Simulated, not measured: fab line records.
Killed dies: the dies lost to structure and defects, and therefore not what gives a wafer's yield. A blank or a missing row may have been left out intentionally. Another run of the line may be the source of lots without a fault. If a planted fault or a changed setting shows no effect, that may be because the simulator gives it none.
What tool caused it? | flow nand harc | Sampling: 11 lots, 33 wafers, 4 of 1302 route steps

## WHAT EACH GAUGE READ, for each wafer
NHARC_P_GATE_CD_MEAS_91: the cd target is 2000 nm. Usual: cd nm reads 1999.7 nm (standard deviation 2.1).
lot  | measured     | on        | cd nm (nm)           | flag
L921 | day 5 12:18  | cd sem-01 | 1998.9 1999.5 1997.4 |
L922 | day 6 03:29  | cd sem-03 | 1997.7 2000.9 1996.7 |
L924 | day 6 21:29  | cd sem-03 | 1997.9 1996.1 1995.5 |
L928 | day 8 13:03  | cd sem-02 | 2001.8 2001.5 2002.5 |
L930 | day 9 13:02  | cd sem-02 | 1983.1 1983.4 1980.8 | OFF
L938 | day 12 17:49 | cd sem-03 | 1997.2 1997.8 1997.9 |
L939 | day 13 05:54 | cd sem-02 | 2002.6 2001.5 1999.6 |
L940 | day 13 10:43 | cd sem-01 | 1998.1 1998.1 2001.0 |
L941 | day 14 04:09 | cd sem-01 | 1997.6 1997.5 1996.5 |
L942 | day 14 04:22 | cd sem-03 | 2000.2 2002.5 2001.4 |
L944 | day 15 03:29 | cd sem-03 | 1998.6 1998.4 1996.8 |

## WHAT TOOL EACH LOT RAN ON (gives the tool, then ch and the chambers of the sampled wafers, and finally the start)
lot  | NHARC_P_GATE_HM_OPEN_105                      | NHARC_P_GATE_STRIP_76                | NHARC_P_GATE_EXPOSE_88
L921 | rie diel-11 ch 2,3, day 5 11:23 or earlier    | plasma asher-02 ch 0,1, day 5 11:23  | krf scanner-01 ch 0, day 5 12:08
L922 | rie diel-11 ch 0,1,2, day 6 02:41 or earlier  | plasma asher-02 ch 0,1, day 6 02:41  | krf scanner-01 ch 0, day 6 03:20
L924 | rie diel-11 ch 0,2, day 6 20:35 or earlier    | plasma asher-02 ch 0, day 6 20:35    | krf scanner-04 ch 0, day 6 21:20
L928 | rie diel-03 ch 1,3, day 8 12:04 or earlier    | plasma asher-01 ch 0, day 8 12:04    | krf scanner-04 ch 0, day 8 12:53
L930 | rie diel-09 ch 2,3, day 9 12:16 or earlier    | plasma asher-01 ch 0,1, day 9 12:16  | krf scanner-04 ch 0, day 9 12:53
L938 | rie diel-11 ch 1,2, day 12 16:55 or earlier   | plasma asher-02 ch 0,1, day 12 16:55 | krf scanner-04 ch 0, day 12 17:40
L939 | rie diel-11 ch 0,2, day 13 04:59 or earlier   | plasma asher-01 ch 0,1, day 13 04:59 | krf scanner-03 ch 0, day 13 05:44
L940 | rie diel-11 ch 0,1, day 13 09:48 or earlier   | plasma asher-02 ch 0,1, day 13 09:48 | krf scanner-01 ch 0, day 13 10:34
L941 | rie diel-11 ch 1,2, day 14 03:14 or earlier   | plasma asher-01 ch 1, day 14 03:14   | krf scanner-04 ch 0, day 14 04:00
L942 | rie diel-09 ch 0,1,3, day 14 03:28 or earlier | plasma asher-02 ch 0,1, day 14 03:28 | krf scanner-03 ch 0, day 14 04:13
L944 | rie diel-11 ch 0,1,2, day 15 02:41 or earlier | plasma asher-01 ch 0,1, day 15 02:41 | krf scanner-03 ch 0, day 15 03:19
- NHARC_P_GATE_HM_OPEN_105: chemistry O2/COS, target depth 360 nm.
- NHARC_P_GATE_STRIP_76: strips in O2.
- NHARC_P_GATE_EXPOSE_88: exposes mask P HVN, target cd 2000 nm.

## AS READ BY THE TOOLS THEMSELVES (means over the sampled wafers that have a number; for cases with no such wafer, the mark the record gives instead)
NHARC_P_GATE_HM_OPEN_105. Usual: chamber pressure mTorr 19.999 mTorr, standard deviation 0.02; drypump motor current A 5.7 A, standard deviation 0.48; oes product au 0.996 a.u., standard deviation 0.0084; rf vpp V 467.8 V, standard deviation 2.2; showerhead plenum p Torr 3.15 Torr, standard deviation 0.1; throttle valve pct 28.331 %, standard deviation 0.0089.
lot  | tool        | chamber pressure mTorr (mTorr) | drypump motor current A (A) | oes product au (a.u.) | rf vpp V (V) | showerhead plenum p Torr (Torr) | throttle valve pct (%) | flag
L921 | rie diel-11 | 19.993                         | 5.0                         | 0.995                 | 466.7        | 3.09                            | 28.329                 |
L922 | rie diel-11 | 20.005                         | 5.9                         | 1.005                 | 469.6        | 3.23                            | 28.323                 |
L924 | rie diel-11 | 19.992                         | 6.0                         | 0.998                 | 469.5        | 3.22                            | 28.325                 |
L928 | rie diel-03 | 20.002                         | 5.8                         | 1.006                 | 465.2        | 3.06                            | 28.335                 |
L930 | rie diel-09 | 19.997                         | 5.9                         | 0.996                 | 467.6        | 3.13                            | 28.329                 |
L938 | rie diel-11 | 20.006                         | 5.9                         | 0.994                 | 469.4        | 3.24                            | 28.332                 |
L939 | rie diel-11 | 20.012                         | 5.8                         | 0.994                 | 468.7        | 3.19                            | 28.329                 |
L940 | rie diel-11 | 20.001                         | 6.1                         | 1.004                 | 469.8        | 3.25                            | 28.337                 |
L941 | rie diel-11 | 20.012                         | 5.9                         | 0.998                 | 469.8        | 3.24                            | 28.333                 |
L942 | rie diel-09 | 20.012                         | 5.7                         | 1.001                 | 467.8        | 3.15                            | 28.330                 |
L944 | rie diel-11 | 19.983                         | 5.9                         | 0.995                 | 469.1        | 3.23                            | 28.339                 |

NHARC_P_GATE_STRIP_76. Usual: drypump motor current A 5.6 A, standard deviation 0.42; heater power w 359 W, standard deviation 44; rf refl power W 23 W, standard deviation 8.5.
lot  | tool            | drypump motor current A (A) | heater power w (W) | rf refl power W (W) | flag
L921 | plasma asher-02 | 5.8                         | 334                | 27                  |
L922 | plasma asher-02 | 5.8                         | 339                | 28                  |
L924 | plasma asher-02 | 5.9                         | 350                | 32                  |
L928 | plasma asher-01 | 6.0                         | 422                | 31                  |
L930 | plasma asher-01 | 5.7                         | 402                | 26                  |
L938 | plasma asher-02 | 5.8                         | 311                | 23                  |
L939 | plasma asher-01 | 5.3                         | 379                | 18                  |
L940 | plasma asher-02 | 5.9                         | 335                | 27                  |
L941 | plasma asher-01 | 5.0                         | 349                | 12                  |
L942 | plasma asher-02 | 5.8                         | 334                | 27                  |
L944 | plasma asher-01 | 5.7                         | 400                | 24                  |

NHARC_P_GATE_EXPOSE_88. Usual: exposure dose mJ cm2 reads 11.870 (standard deviation 0.012).
lot  | tool           | exposure dose mJ cm2 | flag
L921 | krf scanner-01 | 11.875               |
L922 | krf scanner-01 | 11.870               |
L924 | krf scanner-04 | 11.851               |
L928 | krf scanner-04 | 11.860               |
L930 | krf scanner-04 | 11.870               |
L938 | krf scanner-04 | 11.871               |
L939 | krf scanner-03 | 11.852               |
L940 | krf scanner-01 | 11.863               |
L941 | krf scanner-04 | 11.858               |
L942 | krf scanner-03 | 11.875               |
L944 | krf scanner-03 | 11.876               |

## THE ANSWER, worked out from the rows above alone
Rule: take the mean of a lot's wafers that have a number; if it is more than 3 standard deviations from the usual mean, the lot is off. A lot without any number at a reading at which 4 lots or more have one is off too. Any other lot the step has rows for is counted as sound. After the gauges, taken in route order, come the tools' own readings; for these a lot's mean is taken, as printed above. At the first step where some lot is off, the reading lying furthest off is the one used; lots without a number count as furthest.
Off: L930 (NHARC_P_GATE_CD_MEAS_91, cd nm).
If a tool, at a process step before that reading, ran all the lots that are off and no sound lot after the first of them, it fits. Gauges at NHARC_P_GATE_CD_MEAS_91: tried the same way as those tools. NHARC_P_GATE_HM_OPEN_105 gives no start for some lots, so the hours and the order of its lots are those of NHARC_P_GATE_STRIP_76. Not one of the candidates tried fits.

## WHAT HAD BEEN PUT IN BY THE SIMULATOR
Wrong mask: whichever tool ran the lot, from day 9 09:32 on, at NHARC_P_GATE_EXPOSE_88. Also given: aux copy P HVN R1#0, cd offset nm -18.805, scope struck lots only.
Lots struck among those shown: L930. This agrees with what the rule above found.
